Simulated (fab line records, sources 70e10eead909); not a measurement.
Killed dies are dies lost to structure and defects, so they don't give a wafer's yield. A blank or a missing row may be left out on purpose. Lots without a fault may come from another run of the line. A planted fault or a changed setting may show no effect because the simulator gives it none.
fab line records | flow nand_harc
record lots=13 wafers=39 last_day=25
route steps=1159 shown P_M0@277 P_M1@297 END@1159
lots that met no fault: from a run of the same line without faults
start_h: hours from the record's first day to the start of the lot's first wafer shown | wait_h: hours since the lot's step before | " the same as in the row above | L1.1+2: a row that stands for several wafers | - no value, or no start given | * or withheld: withheld | < > ~ a bound
route shown NAME@n: a module of which the file shows steps, and the number in the route of the first | usual: mean/standard deviation of fault-free wafers | same: alike in all rows | chamber/n: place in a boat | sites: the reading at each site | _std_site: their standard deviation | _edge_site: outer sites' mean less inner sites' | radius_mm: how far each site lies from the wafer's centre | mask NAME#n: copy n | behind: the tool/chamber that last shaped the wafer | hold: why the lot was held/for how many hours/how that ended | device: the transistor (n, p or np) that didn't switch | end of line: the same wafers' tests at the end of the route | a step without rows: its recipe alone | killed: dies lost to structure and defects at the first sort, not the wafer's yield | map: a wafer's dies, x killed, . not, _ none there
set.NAME: the setting as run; set.NAME@STEP: as run at that earlier step | model.NAME: the simulator's own value behind a step, which no gauge read
steps of the route over a sample of lots; a table a step, a row a wafer
services: from which hour (start_h, from the record's first day; less than 0 if before it) a tool's chamber was out of use, for how many hours, and why
## steps
# step NHARC_P_M0_ANNEAL_30
# recipe temp_c=225 time_s=90
# usual wafer_temp_C_max=226.4/0.49
# same time_s=90
# columns lot.wafer tool chamber start_h wait_h wafer_temp_C_max
L426.1 rtp_anneal-02 0 126.11 - 226.1
L426.3 " 0 " " 225.8
L426.5 " 0 " " 225.7
L428.2 rtp_anneal-02 0 136.33 - 226.2
L428.4 " 0 " " 225.7
L428.5 " 0 " " 226.0
L427.2 rtp_anneal-01 0 136.74 0.4 226.8
L427.4 " 0 " " 227.2
L427.6 " 0 " " 227.5
L429.2 rtp_anneal-01 0 148.09 - 226.6
L429.4 " 0 " " 226.4
L429.5 " 0 " " 226.5
L430.1 rtp_anneal-02 0 165.02 - 225.5
L430.2 " 0 " " 225.7
L430.6 " 0 " " 226.1
L433.2 rtp_anneal-01 0 166.20 - 226.7
L433.4 " 0 " " 226.9
L433.5 " 0 " " 227.2
L435.1 rtp_anneal-01 0 170.20 0.3 226.7
L435.2 " 0 " " 227.6
L435.5 " 0 " " 226.8
L439.1 rtp_anneal-02 0 192.01 0.3 226.2
L439.3 " 0 " " 226.2
L439.4 " 0 " " 226.0
L437.1 rtp_anneal-02 0 192.89 0.3 225.5
L437.2 " 0 " " 225.9
L437.4 " 0 " " 225.8
L436.1 rtp_anneal-02 0 197.48 - 226.0
L436.3 " 0 " " 226.0
L436.6 " 0 " " 226.0
L438.2 rtp_anneal-02 0 199.78 0.7 226.1
L438.3 " 0 " " 226.3
L438.4 " 0 " " 226.2
L440.2 rtp_anneal-02 0 209.14 - 226.1
L440.4 " 0 " " 225.9
L440.5 " 0 " " 226.8
L448.2 rtp_anneal-01 0 259.44 0.5 227.3
L448.4 " 0 " " 226.6
L448.6 " 0 " " 227.0
# step NHARC_P_M0_PRE_CLEAN_31
# recipe time_s=12 temp_c=370 rf_power_w=300 gas=NH3
# usual heater_power_w=645/85
# same time_s=12
# columns lot.wafer tool chamber start_h wait_h heater_power_w
L426.1 pecvd-03 0 126.99 0.1 773
L426.3 " 2 " " 553
L426.5 " 2 " " 561
L428.2 pecvd-03 0 137.16 0.1 791
L428.5 " 0 " " 778
L428.4 " 2 " " 581
L427.2 pecvd-04 2 137.60 0.1 743
L427.6 " 0 " " 532
L427.4 " 1 " " 670
L429.2 pecvd-03 1 148.94 0.1 543
L429.5 " 2 " " 558
L429.4 " 1 " " 539
L430.1 pecvd-03 0 165.91 0.1 694
L430.2 " 2 " " 591
L430.6 " 2 " " 566
L433.2 pecvd-04 2 167.13 0.1 745
L433.4 " 0 " " 537
L433.5 " 1 " " 678
L435.1 pecvd-03 1 171.15 0.1 648
L435.2 " 0 " " 786
L435.5 " 0 " " 797
L439.3 pecvd-03 2 192.90 0.1 622
L439.1 " 0 " " 669
L439.4 " 2 " " 623
L437.1 pecvd-01 2 193.78 0.1 627
L437.2 " 0 " " 580
L437.4 " 1 " " 756
L436.1 pecvd-03 1 198.36 0.1 568
L436.3 " 0 " " 737
L436.6 " 1 " " 553
L438.2 pecvd-03 2 200.61 0.1 543
L438.3 " 1 " " 648
L438.4 " 2 " " 547
L440.2 pecvd-03 0 209.97 0.1 809
L440.5 " 0 " " 799
L440.4 " 1 " " 632
L448.2 pecvd-04 0 260.28 0.1 472
L448.4 " 0 " " 466
L448.6 " 2 " " 730
# step NHARC_P_M1_INSPECT_11
# usual raw_defect_count=3.7/2.2
# columns lot.wafer tool chamber start_h wait_h hold raw_defect_count
L426.1 defect_inspect-02 - 128.29 0.0 - 4
L426.3 " - " " - 2
L426.5 " - " " - 4
L428.2 defect_inspect-01 - 138.62 0.0 - 5
L428.4 " - " " - 2
L428.5 " - " " - 2
L427.2 defect_inspect-02 - 138.90 0.0 - 2
L427.4 " - " " - 6
L427.6 " - " " - 3
L429.2 defect_inspect-02 - 150.40 0.0 - 3
L429.4 " - " " - 7
L429.5 " - " " - 3
L430.1 defect_inspect-01 - 167.37 0.0 - 4
L430.2 " - " " - 3
L430.6 " - " " - 2
L433.2 defect_inspect-01 - 168.46 0.0 - 3
L433.4 " - " " - 6
L433.5 " - " " - 4
L435.1 defect_inspect-02 - 172.58 0.0 - 1
L435.2 " - " " - 3
L435.5 " - " " - 2
L439.1 defect_inspect-01 - 194.21 0.0 - 4
L439.3 " - " " - 2
L439.4 " - " " - 2
L437.1 defect_inspect-01 - 195.24 0.0 - 4
L437.2 " - " " - 3
L437.4 " - " " - 2
L436.1 defect_inspect-01 - 199.69 0.0 await_dispo/0.2h/release 454
L436.3 " - " " await_dispo/0.2h/release 442
L436.6 " - " " await_dispo/0.2h/release 462
L436.1 defect_inspect-01 - 199.86 0.2 - 458
L436.3 " - " " - 446
L436.6 " - " " - 464
L438.2 defect_inspect-01 - 202.07 0.0 await_dispo/0.2h/release 416
L438.3 " - " " await_dispo/0.2h/release 460
L438.4 " - " " await_dispo/0.2h/release 459
L438.2 defect_inspect-01 - 202.24 0.2 - 411
L438.3 " - " " - 446
L438.4 " - " " - 465
L440.2 defect_inspect-02 - 211.66 0.0 await_dispo/0.2h/release 443
L440.4 " - " " await_dispo/0.2h/release 438
L440.5 " - " " await_dispo/0.2h/release 431
L440.2 defect_inspect-02 - 211.83 0.2 - 441
L440.4 " - " " - 427
L440.5 " - " " - 423
L448.2 defect_inspect-01 - 261.60 0.0 - 3
L448.4 " - " " - 2
L448.6 " - " " - 5
# step NHARC_P_M1_ETCH_35
# recipe target_depth_a=400 overetch_a=120 time_s=43.94 ion_energy_ev=200 n2_flow_sccm=150 h2_flow_sccm=150 ar_flow_sccm=0 rf_w=400 bias_w=150 chemistry=N2/H2
# usual drypump_motor_current_A=5.4/0.37 oes_product_au=1.001/0.0078 rf_vpp_V=430.6/2.4 showerhead_plenum_p_Torr=2.04/0.081 throttle_valve_pct=14.172/0.0087
# same time_s=43.94
# columns lot.wafer tool chamber start_h wait_h drypump_motor_current_A oes_product_au rf_hours_counter_h rf_vpp_V showerhead_plenum_p_Torr throttle_valve_pct
L426.1 rie_diel-10 0 128.44 0.1 5.3 1.004 10 427.5 1.94 14.161
L426.3 " 2 " " 5.8 0.993 12 428.1 1.98 14.162
L426.5 " 1 " " 5.5 0.995 - 428.2 2.01 14.173
L428.2 rie_diel-12 3 138.78 0.1 5.4 1.008 5 429.5 1.92 14.169
L428.4 " 0 " " 6.3 0.995 5 427.6 1.97 14.167
L428.5 " 1 " " 5.0 1.004 - 431.5 2.07 14.160
L427.4 rie_diel-12 2 139.06 0.1 5.2 1.003 5 430.6 2.00 14.173
L427.2 " 3 " " 5.4 1.013 5 427.8 1.92 14.171
L427.6 " 1 " " 4.9 1.016 - 432.7 2.07 14.173
L429.2 rie_diel-01 2 150.54 0.1 5.4 1.014 0 430.2 2.05 14.176
L429.4 " 0 " " 4.9 0.999 0 435.4 2.19 14.177
L429.5 " 3 " " 5.3 1.016 - 431.8 2.06 14.173
L430.1 rie_diel-01 0 167.53 0.1 4.9 1.005 0 434.3 2.19 14.167
L430.2 " 1 " " 5.7 0.997 0 433.0 2.16 14.186
L430.6 " 2 " " 5.4 1.005 - 430.6 2.05 14.195
L433.4 rie_diel-12 3 168.61 0.1 5.4 1.005 7 427.5 1.92 14.178
L433.2 " 0 " " 6.3 0.992 7 429.8 1.97 14.179
L433.5 " 0 " " 6.3 0.992 - 427.0 1.97 14.178
L435.2 rie_diel-10 1 172.74 0.1 5.6 1.002 13 429.8 2.01 14.182
L435.1 " 2 " " 5.7 1.000 15 428.7 1.98 14.170
L435.5 " 0 " " 5.3 0.995 - 427.2 1.94 14.167
L439.3 rie_diel-01 3 194.36 0.1 5.3 1.012 1 430.9 2.06 14.173
L439.4 " 1 " " 5.7 0.988 1 434.8 2.16 14.167
L439.1 " 2 " " 5.4 0.994 1 431.3 2.05 14.156
L437.4 rie_diel-01 0 195.85 0.5 4.9 0.995 1 434.4 2.19 14.181
L437.1 " 1 " " 5.7 0.998 1 433.0 2.16 14.170
L437.2 " 3 " " 5.2 1.010 1 430.7 2.06 14.164
L448.2 rie_diel-10 2 261.75 0.1 5.7 1.000 6 429.7 1.98 14.164
L448.4 " 3 " " 5.1 1.001 7 432.4 2.10 14.169
L448.6 " 1 " " 5.6 0.982 - 428.9 2.01 14.170
# step NHARC_P_M1_PVD_20
# recipe target_thk_a=50 bias_v=168.6 power_w=15000 chamber_pressure_pa=0.12 time_s=8.06 substrate_temp_c=50 material=TaN
# usual chamber_pressure_pa=0.11997/0.00024 throttle_valve_pct=30.6/1.1
# same time_s=8.06
# columns lot.wafer tool chamber start_h wait_h chamber_pressure_pa throttle_valve_pct
L426.1 pvd_sputter-03 - - - 0.12013 32.8
L426.3 " - " " 0.12009 30.1
L426.5 " - " " 0.11973 29.8
L428.2 pvd_sputter-01 - - - 0.12021 29.9
L428.4 " - " " 0.11982 31.7
L428.5 " - " " 0.1202 31.0
L427.4 pvd_sputter-02 - - - 0.12002 31.7
L427.2 " - " " 0.11998 29.7
L427.6 " - " " 0.11984 28.6
L429.4 pvd_sputter-02 - - - 0.11981 29.8
L429.2 " - " " 0.1199 29.7
L429.5 " - " " 0.11937 29.8
L430.2 pvd_sputter-01 - - - 0.12019 31.3
L430.1 " - " " 0.11982 31.6
L430.6 " - " " 0.12045 29.7
L433.2 pvd_sputter-03 - - - 0.12036 29.9
L433.4 " - " " 0.12059 30.7
L433.5 " - " " 0.12027 30.0
L435.2 pvd_sputter-02 - - - 0.11981 31.6
L435.1 " - " " 0.11977 28.6
L435.5 " - " " 0.11998 29.8
L439.3 pvd_sputter-01 - - - 0.11968 31.3
L439.4 " - " " 0.12012 29.8
L439.1 " - " " 0.12008 31.7
L437.4 pvd_sputter-01 - - - 0.12016 31.2
L437.1 " - " " 0.12002 31.4
L437.2 " - " " 0.11976 31.4
L448.4 pvd_sputter-02 - - - 0.11969 30.2
L448.2 " - " " 0.11984 29.8
L448.6 " - " " 0.11978 30.3
# step NHARC_END_SORT_01
# recipe temp_c=25
# usual defect_limited_yield=95.6/1.6 killed_at_array=26/10 killed_at_other=0.8/1.1 killed_at_periphery=3.3/2.6 killed_dies=30/11 killed_open=3.4/1.8 killed_short=2.0/1.3 sort_bin_2_pct=1.4/0.6 sort_bin_3_pct=0.22/0.19 sort_bin_4_pct=2.8/1.1 sort_n_pass=647/11 sort_rim_yield_pct=95.8/3 sort_yield_pct=95.6/1.6
# same gross_dies=677 sort_bin_5_pct[%]=0 sort_bin_6_pct[%]=0 sort_bin_7_pct[%]=0 sort_bin_8_pct[%]=0 sort_rim_n_gross=106.00
# columns lot.wafer tool chamber start_h wait_h defect_limited_yield[%] killed_at_array killed_at_other killed_at_periphery killed_dies killed_open killed_short sort_bin_2_pct[%] sort_bin_3_pct[%] sort_bin_4_pct[%] sort_n_pass sort_rim_yield_pct[%] sort_yield_pct[%]
L426.1 prober-02 0 448.94 2.5 96.8 18 1 3 22 5 0 0.7 0 2.5 655 95.3 96.8
L426.3 prober-02 0 450.56 3.1 97.6 12 1 3 16 2 2 0.6 0 1.8 661 98.1 97.6
L426.5 prober-02 0 452.17 3.7 97.0 16 2 2 20 0 3 0.6 0.15 2.2 657 96.2 97.0
L427.2 prober-01 0 457.31 2.8 97.8 11 0 4 15 5 1 0.3 0.15 1.8 662 99.1 97.8
L427.4 prober-01 0 458.87 3.3 98.1 11 0 2 13 3 2 0.6 0.15 1.2 664 98.1 98.1
L427.6 prober-01 0 460.42 3.9 97.0 18 0 2 20 3 2 0.7 0 2.2 657 99.1 97.0
L428.2 prober-02 0 457.61 2.8 96.2 21 1 4 26 2 4 1.0 0.44 2.4 651 92.5 96.2
L428.4 prober-02 0 459.23 3.4 95.9 25 0 3 28 6 1 1.0 0.15 3.0 649 95.3 95.9
L428.5 prober-02 0 460.04 3.7 96.3 23 0 2 25 4 3 1.3 0.30 2.1 652 94.3 96.3
L429.2 prober-02 0 465.56 2.8 97.2 17 1 1 19 1 1 0.4 0.15 2.2 658 100.0 97.2
L429.4 prober-02 0 467.18 3.4 97.9 10 0 4 14 0 3 0.3 0 1.8 663 99.1 97.9
L429.5 prober-02 0 467.98 3.7 96.6 19 0 4 23 5 3 0.9 0.30 2.2 654 100.0 96.6
L433.2 prober-02 0 490.33 2.8 96.2 21 0 5 26 7 1 1.6 0.15 2.1 651 97.2 96.2
L433.4 prober-02 0 491.94 3.4 96.6 19 0 4 23 3 2 1.3 0.15 1.9 654 99.1 96.6
L433.5 prober-02 0 492.75 3.7 96.3 22 0 3 25 4 2 1.2 0.15 2.4 652 100.0 96.3
L430.1 prober-02 0 498.98 2.5 96.5 22 0 2 24 0 0 1.5 0 2.1 653 94.3 96.5
L430.2 prober-02 0 499.79 2.8 93.2 41 1 4 46 2 4 1.9 0.30 4.6 631 89.6 93.2
L430.6 prober-02 0 503.02 4.0 95.3 29 0 3 32 3 3 1.6 0.15 3.0 645 94.3 95.3
L437.1 prober-01 0 498.99 2.5 97.6 15 0 1 16 6 0 0.7 0.15 1.5 661 98.1 97.6
L437.2 prober-01 0 499.78 2.8 98.5 9 0 1 10 4 0 0.6 0 0.9 667 99.1 98.5
L437.4 prober-01 0 501.37 3.4 97.0 15 0 5 20 6 3 0.7 0.15 2.1 657 95.3 97.0
L435.1 prober-01 0 506.81 2.5 95.4 28 0 3 31 4 3 1.2 0.15 3.2 646 95.3 95.4
L435.2 prober-01 0 507.61 2.8 94.8 32 0 3 35 3 3 1.5 0.44 3.2 642 95.3 94.8
L435.5 prober-01 0 509.99 3.7 93.5 42 1 1 44 5 3 2.4 0.15 4.0 633 89.6 93.5
L439.1 prober-02 0 506.84 2.5 95.3 31 0 1 32 3 0 1.9 0.44 2.4 645 95.3 95.3
L439.3 prober-02 0 508.45 3.1 95.9 28 0 0 28 4 3 1.5 0.30 2.4 649 97.2 95.9
L439.4 prober-02 0 509.25 3.4 94.7 34 1 1 36 5 1 1.8 0.15 3.4 641 91.5 94.7
L448.2 prober-02 0 593.53 2.8 94.1 36 1 3 40 1 2 2.2 0.44 3.2 637 97.2 94.1
L448.4 prober-02 0 595.11 3.4 93.2 43 1 2 46 2 0 1.8 0.59 4.4 631 97.2 93.2
L448.6 prober-02 0 596.69 4.0 93.1 40 0 7 47 2 2 1.8 0.30 4.9 630 98.1 93.1
# killed by level:class
L426.1 A_STAIRCASE:chamber_film_flake=6 A_CHANNEL_HOLE_D1:chamber_film_flake=3 A_CONTACT:chamber_film_flake=3 A_M1:geometric_particle:open=2 A_SLIT:chamber_film_flake=2 P_M2:geometric_particle:open=1 A_CHANNEL_FILL_D1:geometric_particle:open=1 STARTING-WAFER:geometric_particle:open=1
L426.3 A_CHANNEL_HOLE_D1:chamber_film_flake=4 A_STAIRCASE:chamber_film_flake=3 A_SLIT:chamber_film_flake=2 P_ZERO_WELL:geometric_particle:open=1 P_CONTACT:geometric_particle:open=1 A_ONON_D1:geometric_particle:short=1 A_WL_FILL:geometric_particle:short=1 P_STI:chamber_film_flake=1
L426.5 A_STAIRCASE:chamber_film_flake=5 A_ZERO_WELL:chamber_film_flake=3 A_CHANNEL_HOLE_D1:chamber_film_flake=2 A_SLIT:chamber_film_flake=2 A_CONTACT:chamber_film_flake=2 A_CHANNEL_FILL_D1:geometric_particle:short=1 A_SGD_CUT:geometric_particle:short=1 P_STI:chamber_film_flake=1
L427.2 A_CHANNEL_HOLE_D1:chamber_film_flake=3 P_GATE:chamber_film_flake=2 P_STI:geometric_particle:open=1 P_CONTACT:geometric_particle:open=1 A_CHANNEL_HOLE_D1:geometric_particle:open=1 A_CONTACT:geometric_particle:open=1 A_M0:geometric_particle:open=1 A_M0:geometric_particle:short=1
L428.2 A_CHANNEL_HOLE_D1:chamber_film_flake=8 P_ZERO_WELL:chamber_film_flake=4 A_CONTACT:chamber_film_flake=4 A_STAIRCASE:chamber_film_flake=3 A_M0:geometric_particle:short=2 A_ONON_D1:geometric_particle:short=1 A_CHANNEL_HOLE_D1:geometric_particle:open=1 A_WL_FILL:geometric_particle:short=1
L427.4 A_CHANNEL_HOLE_D1:chamber_film_flake=3 A_WL_FILL:geometric_particle:short=2 A_CONTACT:geometric_particle:open=2 P_CONTACT:geometric_particle:open=1 P_GATE:chamber_film_flake=1 A_ZERO_WELL:chamber_film_flake=1 A_CHANNEL_FILL_D1:chamber_film_flake=1 A_STAIRCASE:chamber_film_flake=1
L428.4 A_CHANNEL_HOLE_D1:chamber_film_flake=11 A_STAIRCASE:chamber_film_flake=5 A_CONTACT:chamber_film_flake=3 A_CONTACT:geometric_particle:open=2 P_GATE:geometric_particle:open=1 P_CONTACT:geometric_particle:open=1 A_SOURCE_PLATE:geometric_particle:short=1 A_WL_FILL:geometric_particle:open=1
L428.5 A_CHANNEL_HOLE_D1:chamber_film_flake=6 A_STAIRCASE:chamber_film_flake=5 A_CONTACT:chamber_film_flake=5 A_SGD_CUT:geometric_particle:open=2 P_M1:geometric_particle:open=1 A_ONON_D1:geometric_particle:short=1 A_STAIRCASE:geometric_particle:short=1 A_CONTACT:geometric_particle:open=1
L427.6 A_CHANNEL_HOLE_D1:chamber_film_flake=3 A_STAIRCASE:chamber_film_flake=3 A_M0:chamber_film_flake=3 A_BLC:chamber_film_flake=2 A_BLC:geometric_particle:short=2 A_CONTACT:chamber_film_flake=2 P_M2:geometric_particle:open=1 A_CHANNEL_HOLE_D1:geometric_particle:open=1
L429.2 A_STAIRCASE:chamber_film_flake=8 A_CHANNEL_HOLE_D1:chamber_film_flake=3 A_SLIT:chamber_film_flake=3 A_CHANNEL_FILL_D1:geometric_particle:open=1 P_M1:chamber_film_flake=1 STARTING-WAFER:geometric_particle:short=1 A_CONTACT:chamber_film_flake=1 A_M0:chamber_film_flake=1
L429.4 P_ZERO_WELL:chamber_film_flake=3 A_ONON_D1:geometric_particle:short=2 A_STAIRCASE:chamber_film_flake=2 A_SLIT:chamber_film_flake=2 A_CHANNEL_FILL_D1:geometric_particle:short=1 P_M1:chamber_film_flake=1 A_CHANNEL_HOLE_D1:chamber_film_flake=1 A_WL_FILL:chamber_film_flake=1
L429.5 A_STAIRCASE:chamber_film_flake=8 A_SLIT:chamber_film_flake=3 P_M1:chamber_film_flake=2 A_CHANNEL_HOLE_D1:chamber_film_flake=2 P_M0:geometric_particle:open=1 P_M2:geometric_particle:open=1 A_ONON_D1:geometric_particle:open=1 A_CHANNEL_HOLE_D1:geometric_particle:short=1
L433.2 A_STAIRCASE:chamber_film_flake=8 A_CHANNEL_HOLE_D1:chamber_film_flake=5 A_CONTACT:chamber_film_flake=3 P_CONTACT:geometric_particle:open=2 P_GATE:geometric_particle:open=1 P_M0:geometric_particle:open=1 A_CHANNEL_HOLE_D1:geometric_particle:short=1 A_CONTACT:geometric_particle:open=1
L433.4 A_STAIRCASE:chamber_film_flake=5 P_ZERO_WELL:chamber_film_flake=3 A_CHANNEL_HOLE_D1:chamber_film_flake=3 A_CONTACT:geometric_particle:open=2 A_SLIT:chamber_film_flake=2 A_CONTACT:chamber_film_flake=2 P_CONTACT:geometric_particle:short=1 A_WL_FILL:geometric_particle:open=1
L433.5 A_STAIRCASE:chamber_film_flake=6 A_CHANNEL_HOLE_D1:chamber_film_flake=3 A_CONTACT:chamber_film_flake=3 A_WL_FILL:geometric_particle:open=2 P_ZERO_WELL:chamber_film_flake=2 A_ZERO_WELL:chamber_film_flake=2 P_CONTACT:geometric_particle:open=1 A_SGD_CUT:geometric_particle:short=1
L430.1 A_SLIT:chamber_film_flake=11 A_CHANNEL_HOLE_D1:chamber_film_flake=5 A_STAIRCASE:chamber_film_flake=3 A_CONTACT:chamber_film_flake=2 P_M1:chamber_film_flake=1 P_ZERO_WELL:chamber_film_flake=1 A_CHANNEL_FILL_D1:chamber_film_flake=1
L437.1 A_CHANNEL_HOLE_D1:chamber_film_flake=7 A_CHANNEL_FILL_D1:geometric_particle:open=2 A_ONON_D1:geometric_particle:open=1 A_CHANNEL_HOLE_D1:geometric_particle:open=1 A_WL_FILL:geometric_particle:open=1 A_CONTACT:geometric_particle:open=1 P_ZERO_WELL:chamber_film_flake=1 A_ZERO_WELL:chamber_film_flake=1
L437.2 A_CHANNEL_HOLE_D1:chamber_film_flake=4 A_CONTACT:geometric_particle:open=3 A_M0:geometric_particle:open=1 P_ZERO_WELL:chamber_film_flake=1 A_CONTACT:chamber_film_flake=1
L430.2 A_SLIT:chamber_film_flake=13 A_CHANNEL_HOLE_D1:chamber_film_flake=11 A_CONTACT:chamber_film_flake=5 A_STAIRCASE:chamber_film_flake=4 A_CONTACT:geometric_particle:short=3 P_ZERO_WELL:chamber_film_flake=2 A_CHANNEL_FILL_D1:chamber_film_flake=2 P_CONTACT:geometric_particle:open=1
L437.4 A_CHANNEL_HOLE_D1:chamber_film_flake=6 A_CONTACT:chamber_film_flake=4 P_CONTACT:geometric_particle:open=2 P_CONTACT:geometric_particle:short=1 P_M1:geometric_particle:open=1 A_CHANNEL_HOLE_D1:geometric_particle:short=1 A_CHANNEL_HOLE_D1:geometric_particle:open=1 A_CONTACT:geometric_particle:open=1
L430.6 A_SLIT:chamber_film_flake=14 A_CHANNEL_HOLE_D1:chamber_film_flake=6 A_STAIRCASE:chamber_film_flake=3 A_CONTACT:chamber_film_flake=2 P_CONTACT:geometric_particle:open=1 P_M0:geometric_particle:open=1 A_WL_FILL:geometric_particle:open=1 A_CHANNEL_FILL_D1:geometric_particle:short=1
L435.1 A_SLIT:chamber_film_flake=12 A_CHANNEL_HOLE_D1:chamber_film_flake=5 A_STAIRCASE:chamber_film_flake=4 P_GATE:geometric_particle:open=2 A_ONON_D1:geometric_particle:short=2 A_CONTACT:chamber_film_flake=2 A_ONON_D1:geometric_particle:open=1 A_CHANNEL_FILL_D1:geometric_particle:open=1
L439.1 A_SLIT:chamber_film_flake=18 A_CHANNEL_HOLE_D1:chamber_film_flake=9 P_M0:geometric_particle:open=1 A_CHANNEL_FILL_D1:geometric_particle:open=1 A_CONTACT:geometric_particle:open=1 A_STAIRCASE:chamber_film_flake=1 A_CONTACT:chamber_film_flake=1
L435.2 A_CHANNEL_HOLE_D1:chamber_film_flake=13 A_STAIRCASE:chamber_film_flake=9 A_SLIT:chamber_film_flake=6 P_GATE:geometric_particle:open=1 P_CONTACT:geometric_particle:short=1 A_CHANNEL_HOLE_D1:geometric_particle:short=1 A_CHANNEL_FILL_D1:geometric_particle:open=1 A_STAIRCASE:geometric_particle:short=1
L439.3 A_SLIT:chamber_film_flake=12 A_CHANNEL_HOLE_D1:chamber_film_flake=9 A_M1:geometric_particle:open=2 A_SOURCE_PLATE:geometric_particle:short=1 A_CHANNEL_FILL_D1:geometric_particle:open=1 A_WL_FILL:geometric_particle:short=1 A_CONTACT:geometric_particle:open=1 A_M0:geometric_particle:short=1
L439.4 A_CHANNEL_HOLE_D1:chamber_film_flake=15 A_SLIT:chamber_film_flake=10 A_CHANNEL_FILL_D1:geometric_particle:open=3 A_WL_FILL:chamber_film_flake=2 A_CONTACT:chamber_film_flake=2 P_GATE:geometric_particle:short=1 A_CONTACT:geometric_particle:open=1 STARTING-WAFER:geometric_particle:open=1
L435.5 A_SLIT:chamber_film_flake=17 A_CHANNEL_HOLE_D1:chamber_film_flake=10 A_STAIRCASE:chamber_film_flake=4 A_CONTACT:chamber_film_flake=3 A_WL_FILL:geometric_particle:short=2 A_CONTACT:geometric_particle:open=2 A_ONON_D1:geometric_particle:short=1 A_CHANNEL_FILL_D1:geometric_particle:open=1
L448.2 A_SLIT:chamber_film_flake=23 A_CHANNEL_HOLE_D1:chamber_film_flake=7 A_CONTACT:chamber_film_flake=3 P_GATE:geometric_particle:open=1 A_CHANNEL_FILL_D1:geometric_particle:short=1 A_SGD_CUT:geometric_particle:short=1 P_STI:chamber_film_flake=1 P_BONDPAD:chamber_film_flake=1
L448.4 A_SLIT:chamber_film_flake=23 A_CHANNEL_HOLE_D1:chamber_film_flake=12 A_CONTACT:chamber_film_flake=6 P_CONTACT:geometric_particle:open=1 P_M1:geometric_particle:open=1 A_STAIRCASE:chamber_film_flake=1 A_WL_FILL:chamber_film_flake=1 THIN_TSV:chamber_film_flake=1
L448.6 A_SLIT:chamber_film_flake=21 A_CHANNEL_HOLE_D1:chamber_film_flake=7 A_CONTACT:chamber_film_flake=6 A_STAIRCASE:chamber_film_flake=3 P_STI:geometric_particle:open=1 P_GATE:geometric_particle:short=1 A_ONON_D1:geometric_particle:open=1 A_STAIRCASE:geometric_particle:short=1
## services
# columns tool chamber start_h hours kind
pecvd-03 - 111.00 13.0 pm
pecvd-03 0 111.00 13.0 vent_cycle
pecvd-03 1 111.00 13.0 vent_cycle
pecvd-03 2 111.00 13.0 vent_cycle
rie_diel-10 0 114.17 6.7 repair
pecvd-03 0 124.00 - clean
pecvd-03 1 124.00 - clean
pecvd-03 2 124.00 - clean
pvd_sputter-02 - 124.20 8.7 repair
rie_diel-12 3 131.47 5.4 repair
rie_diel-01 - 137.80 9.0 pm
rie_diel-12 1 153.33 3.8 repair
pvd_sputter-01 - 158.00 10.0 pm
rie_diel-10 - 176.50 9.0 pm
rie_diel-12 - 185.43 0.2 repair
pecvd-04 - 195.12 13.0 pm
rie_diel-12 - 199.82 0.5 repair
rie_diel-01 2 201.17 19.7 repair
rie_diel-12 - 202.40 9.0 pm
pvd_sputter-02 - 214.00 10.0 pm
pvd_sputter-01 - 214.43 1.0 repair
pvd_sputter-03 - 220.80 4.7 repair
pecvd-01 - 237.88 13.0 pm
rie_diel-01 1 259.05 1.5 repair
## key
first_sign step=NHARC_P_M1_INSPECT_11 reading=visit direction=added
effect step=NHARC_P_M1_INSPECT_11 reading=raw_defect_count direction=up sigmas=99+ usual=3.7 struck=445
met_at NHARC_P_M0_PRE_CLEAN_31
struck_lots L436,L438,L440
scrapped_behind NHARC_P_M1_INSPECT_11 L436.1,L436.3,L436.6,L438.2,L438.3,L438.4,L440.2,L440.4,L440.5
not_acting_at NHARC_P_M0_ANNEAL_30,NHARC_P_M1_ETCH_35,NHARC_P_M1_PVD_20
onset_between 192.90 198.36
fault kind=chamber_particle_source tool=pecvd-03 chamber=- onset_h=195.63 steps=NHARC_P_M0_PRE_CLEAN_31 rate_per_visit_cm2=0.68685 end_h=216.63
